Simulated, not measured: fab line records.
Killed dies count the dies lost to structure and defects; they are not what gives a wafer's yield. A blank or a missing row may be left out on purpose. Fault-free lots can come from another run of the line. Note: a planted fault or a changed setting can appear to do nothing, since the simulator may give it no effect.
Comparing a struck lot with a sound one / flow nandHarc / 14 out of 1302 route steps
Sound: wafers L920.3, L920.4, L920.5. Struck: wafers L937.1, L937.4, L937.5. The cause is given at the end.
Each step with rows lists, per side, the tool, then ch with its chambers, then its first start. Under that, the readings that differ: sound wafers / struck wafers / difference of the means / sigmas: that difference in standard deviations of wafers without a fault.
alike: words and numbers the same on both sides, and readings whose means are apart by under 2 such deviations; not compared: readings that were withheld, readings missing a value for some wafer, numbers with overlapping values and no deviation given by the record, and bounds like >300 which may hide the same value.
The two part at a step that has a row with sigmas, a row that says differs or no value, or rows on one side only. Non-overlapping numbers with no deviation appear without sigmas and do not part them. A reading missing from all wafers of one side parts the sides only when that side holds two or more wafers.

NHARC_A_BLC_PVD_32: deposits Ti, target thk 5 nm, time 17.7 s.
  sound on pvdSputter-03; struck on pvdSputter-01
  alike: throttleValvePct
NHARC_A_BLC_ALD_23: deposits TiN, target thk 3 nm, pulse time 1 s, ald cycles 150.
  sound on aldMetal-03 ch 0,3, day 23 02:42; struck on aldMetal-01 ch 1,2, day 30 03:46
reading=heaterPowerW (W); sound=1021 1009 977; struck=1175 1260 1126; difference=+185; sigmas=+2
  alike: precursorPulseHeightRel
NHARC_A_BLC_CVD_24: deposits W, target thk 150 nm, time 434 s.
  sound: cvdW-02 ch 0,1; struck: cvdW-01 ch 0,1
  alike: heaterPowerW, throttleValvePct
NHARC_A_BLC_CMP_25: polishes, t overpolish 30 s, target thk 150 nm.
  sound on cmp-03 ch 0,3, day 23 03:27; struck on cmp-02 ch 0,1, day 30 04:28
  alike: motorCurrentA, overpolishRunS, timeToEndpointS
after that, 1 step had no rows for these wafers: NHARC_A_BLC_SRD_27.
NHARC_A_BLC_INSPECT_28:
  sound on defectInspect-02, day 23 03:51; struck on defectInspect-01, day 30 04:52
  alike: rawDefectCount
then, 5 steps without rows for these wafers: NHARC_A_M0_DEP_00 (deposits SiOC, target thk 150 nm); NHARC_A_M0_DEHYDRATE_01 (time 120 s); NHARC_A_M0_HMDS_02 (time 30 s); NHARC_A_M0_COAT_33 (time 65 s); NHARC_A_M0_COAT_03 (resist thk 90 nm).
NHARC_A_M0_SOFTBAKE_04: time 55 s.
  sound on lithoTrack-01 ch 0, day 23 04:00; struck on lithoTrack-01 ch 0, day 30 05:00
reading=heaterPowerTotalW (W); sound=188.32 188.41 188.68; struck=174.85 175.15 175.00; difference=-13.47; sigmas=-99 or more
after that, 1 step had no rows for these wafers: NHARC_A_M0_EBR_05.
NHARC_END_SORT_01:
  the record has rows for the sound wafers here (prober-01 ch 0, day 25 01:17) and none for the struck ones

## WHERE THEY PART
First at NHARC_A_BLC_ALD_23; last, within this record, at NHARC_END_SORT_01.

WHY: the cause the simulator had injected
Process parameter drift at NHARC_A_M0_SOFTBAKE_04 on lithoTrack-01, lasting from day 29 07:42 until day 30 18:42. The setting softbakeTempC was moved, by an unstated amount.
